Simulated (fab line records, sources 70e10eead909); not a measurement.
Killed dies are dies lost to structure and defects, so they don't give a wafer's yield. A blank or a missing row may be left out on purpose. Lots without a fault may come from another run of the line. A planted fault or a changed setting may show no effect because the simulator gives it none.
Which tool did it? | flow nand_harc | 13 lots, 39 wafers sampled, at 6 steps of a route of 1302

WHAT THE GAUGES READ, wafer by wafer
NHARC_P_M2_THK_MEAS_24: measures by xrf. Usual: thk_nm 144.4 nm, standard deviation 1.4.
lot  | measured     | on            | thk_nm (nm)       | flag
L941 | day 6 13:23  | film_metro-02 | 145.8 143.9 145.6 |
L943 | day 7 05:11  | film_metro-02 | 142.5 144.2 144.5 |
L944 | day 7 19:02  | film_metro-01 | 143.1 143.6 143.6 |
L946 | day 8 17:29  | film_metro-02 | 143.7 142.1 142.2 |
L947 | day 9 05:06  | film_metro-01 | 146.1 144.3 145.3 |
L948 | day 9 08:37  | film_metro-02 | 144.8 144.9 146.1 |
L949 | day 10 07:34 | film_metro-01 | 145.8 143.0 144.4 |
L953 | day 11 08:58 | film_metro-02 | 145.4 146.1 144.7 |
L954 | day 12 12:54 | film_metro-01 | 144.5 143.1 141.4 |
L955 | day 12 13:46 | film_metro-01 | 145.1 142.4 141.7 |
L962 | day 15 12:19 | film_metro-02 | 145.9 142.5 145.6 |
L963 | day 15 13:23 | film_metro-01 | 143.9 144.3 145.3 |
L964 | day 16 04:35 | film_metro-02 | 144.1 142.9 143.0 |

NHARC_END_SORT_01. Usual: defect_limited_yield 90 %, standard deviation 3.4; killed_at_array 62, standard deviation 22; killed_at_other 1.0, standard deviation 1.4; killed_at_periphery 4.2, standard deviation 2.8; killed_dies 67, standard deviation 23; killed_open 3.1, standard deviation 1.7; killed_short 2.1, standard deviation 1.5.
lot  | measured     | on        | defect_limited_yield (%) | killed_at_array | killed_at_other | killed_at_periphery | killed_dies | killed_open | killed_short | flag
L941 | day 25 04:53 | prober-02 | 92 93 91                 | 47 45 56        | 0 0 1           | 8 5 2               | 55 50 59    | 3 3 5       | 2 2 1        |
L943 | day 25 12:43 | prober-01 | 89 90 87                 | 72 64 76        | 0 0 0           | 2 6 10              | 74 70 86    | 0 2 4       | 1 1 1        |
L946 | day 27 06:32 | prober-01 | 84 85 87                 | 106 97 83       | 0 0 1           | 3 7 2               | 109 104 86  | 3 4 3       | 1 1 1        |
L947 | day 27 04:31 | prober-02 | 87 88 86                 | 80 71 94        | 4 3 1           | 5 6 2               | 89 80 97    | 7 4 2       | 1 0 2        |
L948 | day 26 20:40 | prober-02 | 85 85 87                 | 94 95 84        | 2 0 0           | 7 8 4               | 103 103 88  | 2 3 5       | 6 4 1        |
L949 | day 28 05:53 | prober-02 | 88 88 87                 | 80 80 81        | 0 0 3           | 4 2 2               | 84 82 86    | 6 1 3       | 5 3 1        |
L953 | day 29 04:04 | prober-02 | 94 94 94                 | 38 36 42        | 0 1 0           | 0 1 2               | 38 38 44    | 0 4 3       | 2 3 2        |
L954 | day 30 11:14 | prober-02 | 88 90 89                 | 77 65 65        | 0 0 0           | 5 4 8               | 82 69 73    | 4 1 2       | 1 0 7        |
L963 | day 33 19:40 | prober-01 | 96 96 95                 | 24 27 32        | 0 1 1           | 2 1 4               | 26 29 37    | 2 3 2       | 1 3 6        |

WHICH TOOL RAN EACH LOT (tool, then ch and the chambers of the sampled wafers, then the start)
lot  | NHARC_P_M2_ECD_22              | NHARC_P_M2_CMP_23             | NHARC_P_M2_DEP_33               | NHARC_P_BONDPAD_CMP_32
L941 | ecd_cu-02 ch 0,1, day 6 12:20  | cmp-04 ch 0,1,3, day 6 13:07  | pecvd-04 ch 0,2, day 6 13:41    | cmp-01 ch 2,3, day 6 14:32
L943 | ecd_cu-02 ch 0,1, day 7 04:08  | cmp-04 ch 1,3, day 7 04:54    | pecvd-04 ch 1,2, day 7 05:32    | cmp-02 ch 0,2, day 7 06:20
L944 | ecd_cu-02 ch 0,1, day 7 17:58  | cmp-04 ch 1,2,3, day 7 18:43  | pecvd-04 ch 0,1,2, day 7 19:20  | cmp-01 ch 0,1,2, day 7 20:10
L946 | ecd_cu-01 ch 0,1, day 8 16:26  | cmp-02 ch 1,2,3, day 8 17:10  | pecvd-02 ch 1, day 8 17:49      | cmp-02 ch 0,1,2, day 8 18:50
L947 | ecd_cu-01 ch 0,1, day 9 04:04  | cmp-03 ch 0,1,3, day 9 04:50  | pecvd-04 ch 0,1,2, day 9 05:26  | cmp-01 ch 1,2,3, day 9 06:17
L948 | ecd_cu-01 ch 0,1, day 9 07:37  | cmp-02 ch 0,2, day 9 08:20    | pecvd-01 ch 0,1,2, day 9 08:58  | cmp-02 ch 0,1, day 9 09:53
L949 | ecd_cu-02 ch 0,1, day 10 06:24 | cmp-04 ch 0,1,2, day 10 07:17 | pecvd-02 ch 0,1,2, day 10 07:55 | cmp-02 ch 1,3, day 10 08:50
L953 | ecd_cu-01 ch 0,1, day 11 07:55 | cmp-03 ch 0,3, day 11 08:38   | pecvd-01 ch 0,1,2, day 11 09:18 | cmp-01 ch 1,3, day 11 10:07
L954 | ecd_cu-02 ch 0,1, day 12 11:53 | cmp-02 ch 0,1,3, day 12 12:37 | pecvd-01 ch 0,2, day 12 13:15   | cmp-03 ch 0,1,2, day 12 14:25
L955 | ecd_cu-01 ch 0,1, day 12 12:43 | cmp-02 ch 0,1,2, day 12 13:27 | pecvd-02 ch 1,2, day 12 14:45   | cmp-03 ch 0,1,3, day 12 15:35
L962 | ecd_cu-01 ch 0,1, day 15 11:22 | cmp-04 ch 0,1,3, day 15 12:03 | pecvd-04 ch 1,2, day 15 12:37   | cmp-01 ch 0,1,3, day 15 13:30
L963 | ecd_cu-01 ch 0,1, day 15 12:24 | cmp-02 ch 0,1,3, day 15 13:06 | pecvd-02 ch 0,1, day 15 13:44   | cmp-03 ch 0,2,3, day 15 14:32
L964 | ecd_cu-02 ch 0,1, day 16 03:31 | cmp-04 ch 1,2,3, day 16 04:16 | pecvd-04 ch 0,1, day 16 04:53   | cmp-02 ch 0,2,3, day 16 05:43
- NHARC_P_M2_ECD_22: material Cu, target thk 400 nm.
- NHARC_P_M2_CMP_23: polishes, t overpolish 20 s, target thk 144.3 nm.
- NHARC_P_M2_DEP_33: deposits SiCN, target thk 30 nm.
- NHARC_P_BONDPAD_CMP_32: polishes SiCN, target thk 200 nm.

WHAT THE TOOLS THEMSELVES READ (means of the sampled wafers that have a number; where no wafer has one, the mark that the record gives instead)
NHARC_P_M2_CMP_23. Usual: motor_current_A 12.3 A, standard deviation 1.2; slurry_flow_ml_min 150.0, standard deviation 0.47; time_to_endpoint_s 28.8 s, standard deviation 2.1.
lot  | tool   | motor_current_A (A) | slurry_flow_ml_min | time_to_endpoint_s (s) | flag
L941 | cmp-04 | 13.1                | 149.9              | 28.9                   |
L943 | cmp-04 | 12.4                | 149.9              | 27.1                   |
L944 | cmp-04 | 13.5                | 149.9              | 28.2                   |
L946 | cmp-02 | 11.7                | 150.0              | 28.8                   |
L947 | cmp-03 | 11.1                | 149.9              | 30.4                   |
L948 | cmp-02 | 12.6                | 150.0              | 30.9                   |
L949 | cmp-04 | 12.9                | 149.9              | 28.5                   |
L953 | cmp-03 | 10.9                | 149.8              | 30.0                   |
L954 | cmp-02 | 12.2                | 150.1              | 28.7                   |
L955 | cmp-02 | 12.4                | 149.5              | 27.6                   |
L962 | cmp-04 | 12.8                | 150.2              | 18.5                   | OFF
L963 | cmp-02 | 13.2                | 150.0              | 21.2                   | OFF
L964 | cmp-04 | 13.1                | 150.5              | 28.5                   |

NHARC_P_M2_DEP_33. Usual: heater_power_w 633 W, standard deviation 71; rf_fwd_power_W 448.8 W, standard deviation 1.5; showerhead_vpp_V 1311 V, standard deviation 48.
lot  | tool     | heater_power_w (W) | rf_fwd_power_W (W) | showerhead_vpp_V (V) | flag
L941 | pecvd-04 | 682                | 448.4              | 1336                 |
L943 | pecvd-04 | 686                | 448.9              | 1299                 |
L944 | pecvd-04 | 643                | 448.7              | 1324                 |
L946 | pecvd-02 | 578                | 451.5              | 1359                 |
L947 | pecvd-04 | 647                | 448.5              | 1331                 |
L948 | pecvd-01 | 558                | 450.3              | 1295                 |
L949 | pecvd-02 | 629                | 449.3              | 1310                 |
L953 | pecvd-01 | 620                | 447.7              | 1289                 |
L954 | pecvd-01 | 627                | 447.2              | 1302                 |
L955 | pecvd-02 | 649                | 450.1              | 1274                 |
L962 | pecvd-04 | 700                | 450.1              | 1304                 |
L963 | pecvd-02 | 612                | 448.8              | 1340                 |
L964 | pecvd-04 | 624                | 448.3              | 1322                 |

NHARC_P_BONDPAD_CMP_32. Usual: motor_current_A 12.1 A, standard deviation 1.2; slurry_flow_ml_min 150.0, standard deviation 0.46.
lot  | tool   | motor_current_A (A) | slurry_flow_ml_min | flag
L941 | cmp-01 | 13.0                | 149.9              |
L943 | cmp-02 | 12.3                | 150.2              |
L944 | cmp-01 | 12.9                | 150.4              |
L946 | cmp-02 | 12.3                | 149.8              |
L947 | cmp-01 | 13.5                | 150.0              |
L948 | cmp-02 | 11.7                | 150.5              |
L949 | cmp-02 | 12.1                | 149.6              |
L953 | cmp-01 | 13.0                | 150.3              |
L954 | cmp-03 | 10.2                | 149.7              |
L955 | cmp-03 | 11.3                | 150.0              |
L962 | cmp-01 | 12.6                | 150.0              |
L963 | cmp-03 | 11.0                | 150.4              |
L964 | cmp-02 | 12.9                | 149.9              |

THE ANSWER, worked out from the rows above alone
Rule: a lot is off if the mean of its wafers that have a number lies more than 3 standard deviations from the usual mean. A lot without any number at a reading at which 4 lots or more have one is off too. The other lots that the step has rows for count as sound. The gauges are gone through in route order, then the tools' own readings, and for those a lot's mean is taken as printed above. The first step at which some lot is off is used, and at that step the reading that is off furthest; a lot without a number counts as furthest.
Off: L962, L963, at NHARC_P_M2_CMP_23 (time_to_endpoint_s).
A tool fits if, at that step or a process step before it, it ran every lot that is off, and no sound lot after the first of them. One fits: ecd_cu-01 at NHARC_P_M2_ECD_22. Its last sound lot is L955 (day 12 12:43), its first lot that is off L962 (day 15 11:22): a fault that began between those two fits.

WHAT THE SIMULATOR HAD PUT IN
Process parameter drift: ecd_cu-01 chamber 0, from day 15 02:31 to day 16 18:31, at NHARC_P_M2_ECD_22. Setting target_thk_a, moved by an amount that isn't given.
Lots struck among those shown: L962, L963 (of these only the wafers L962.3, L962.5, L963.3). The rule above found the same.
